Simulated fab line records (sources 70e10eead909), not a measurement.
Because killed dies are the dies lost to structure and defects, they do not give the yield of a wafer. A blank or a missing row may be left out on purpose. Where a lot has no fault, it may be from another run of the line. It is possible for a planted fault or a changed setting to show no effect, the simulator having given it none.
2 desks looking at one fault || flow nand-harc || every desk sees just its own numbers, and what lay behind them comes last

== METROLOGY DESK ==
Means of the sampled wafers that have a number, per lot and without regard to the tool the lot ran on: this is what the gauges read. Marked OUT: a lot whose mean sits more than 4 standard deviations from the usual mean, which makes it out of limits; the brackets give that distance.
Columns: A = thk-nm at NHARC_A_M1_THK_MEAS_24, usual 154.0 nm
{"lot": "L548", "first seen here": "day 23 08:35", "A": 153.9}
{"lot": "L549", "first seen here": "day 24 07:04", "A": 153.4}
{"lot": "L550", "first seen here": "day 24 15:47", "A": 153.3}
{"lot": "L551", "first seen here": "day 24 23:28", "A": 154.9}
{"lot": "L553", "first seen here": "day 25 12:40", "A": 153.0}
{"lot": "L552", "first seen here": "day 25 15:35", "A": 152.7}
{"lot": "L554", "first seen here": "day 26 01:01", "A": 154.0}
{"lot": "L555", "first seen here": "day 26 16:35", "A": 155.1}
{"lot": "L559", "first seen here": "day 27 09:02", "A": 156.3}
{"lot": "L556", "first seen here": "day 27 11:24", "A": 156.5}
{"lot": "L557", "first seen here": "day 27 23:25", "A": 153.2}
{"lot": "L560", "first seen here": "day 28 17:18", "A": 154.3}
{"lot": "L570", "first seen here": "day 33 08:05", "A": 151.5}
This desk's verdict: no lot among the 13 shows anything out of limits.

== DESK OF THE TOOL OWNER: pvd-sputter-03 ==
The tool's own readings at NHARC_P_M0_PVD_21 (deposits Cu, target thk 30 nm, time 20.49 s): means of the sampled wafers that have a number, for each lot that ran on this tool. Marked OUT: a lot whose mean sits more than 4 standard deviations from the usual mean, which makes it out of limits; the brackets give that distance.
Columns: A = throttle-valve-pct at NHARC_P_M0_PVD_21, usual 30.3 %
{"lot": "L550", "first seen here": "day 7 16:01", "A": 30.4}
{"lot": "L557", "first seen here": "day 10 13:41", "A": 30.5}
{"lot": "L559", "first seen here": "day 10 23:52", "A": 30.6}
{"lot": "L560", "first seen here": "day 11 09:20", "A": 30.4}
{"lot": "L562", "first seen here": "day 12 03:08", "A": 30.1}
This desk's verdict: no lot among the 5 shows anything out of limits.

== ALL TOGETHER ==
Metrology desk: nothing out of limits seen.
Nothing out of limits was seen by the tool owner's desk.

== WHAT WAS PUT IN BY THE SIMULATOR ==
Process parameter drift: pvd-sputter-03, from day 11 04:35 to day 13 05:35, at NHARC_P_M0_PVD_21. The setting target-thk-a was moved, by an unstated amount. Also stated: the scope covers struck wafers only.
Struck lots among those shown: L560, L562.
